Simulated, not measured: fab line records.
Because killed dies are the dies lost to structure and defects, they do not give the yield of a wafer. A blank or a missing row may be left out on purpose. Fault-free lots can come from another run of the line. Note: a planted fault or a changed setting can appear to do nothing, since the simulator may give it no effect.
2 desks looking at one fault || flow nand-harc || numbers are kept per desk, each desk with only its own; the story behind them comes last

## THE TOOL OWNER'S DESK: rie-diel-07
The tool's own readings at NHARC_THIN_TSV_ETCHBACK_48 (etches the open film in C4F8/Ar, target depth 1028.5 nm, time 405.17 s): means of the sampled wafers that have a number, for each lot that ran on this tool. A lot is out of limits, marked OUT, if its mean lies more than 4 standard deviations from the usual mean; the brackets give that distance.
Columns: A = oes-product-au at NHARC_THIN_TSV_ETCHBACK_48, usual 0.943 a.u.; B = rf-vpp-V at NHARC_THIN_TSV_ETCHBACK_48, usual 547.3 V
{"lot": "L605", "first seen here": "day 27 05:29", "A": 0.912, "B": 547.0}
{"lot": "L610", "first seen here": "day 28 21:08", "A": 0.906, "B": 549.0}
{"lot": "L612", "first seen here": "day 29 01:45", "A": 0.920, "B": 548.0}
{"lot": "L620", "first seen here": "day 32 17:07", "A": 0.929, "B": 544.8}
Result from this desk: across the 4 lots, nothing is out of limits.

## AT THE METROLOGY DESK
Lot by lot, what the gauges showed, no matter which tool ran the lot: averages of those sampled wafers that carry a number. A lot is out of limits, marked OUT, if its mean lies more than 4 standard deviations from the usual mean; the brackets give that distance.
Columns: A = cd-nm at NHARC_THIN_TSV_CD_MEAS_12, usual 1000.2 nm; B = cd-nm at NHARC_THIN_TSV_CD_MEAS_16, usual 1000.4 nm
{"lot": "L598", "first seen here": "day 23 10:10", "A": 999.6, "B": 1000.4}
{"lot": "L605", "first seen here": "day 27 03:10", "A": 1000.5, "B": 999.8}
{"lot": "L610", "first seen here": "day 28 18:52", "A": 1000.1, "B": 1001.0}
{"lot": "L612", "first seen here": "day 28 23:26", "A": 999.0, "B": 1000.0}
{"lot": "L619", "first seen here": "day 32 13:20", "A": 999.6, "B": 1000.3}
{"lot": "L620", "first seen here": "day 32 14:39", "A": 998.3, "B": 998.2}
Result from this desk: across the 6 lots, nothing is out of limits.

## ALL TOGETHER
The tool owner's desk saw nothing out of limits.
Nothing out of limits was seen by the metrology desk.

## WHAT HAD BEEN PUT IN BY THE SIMULATOR
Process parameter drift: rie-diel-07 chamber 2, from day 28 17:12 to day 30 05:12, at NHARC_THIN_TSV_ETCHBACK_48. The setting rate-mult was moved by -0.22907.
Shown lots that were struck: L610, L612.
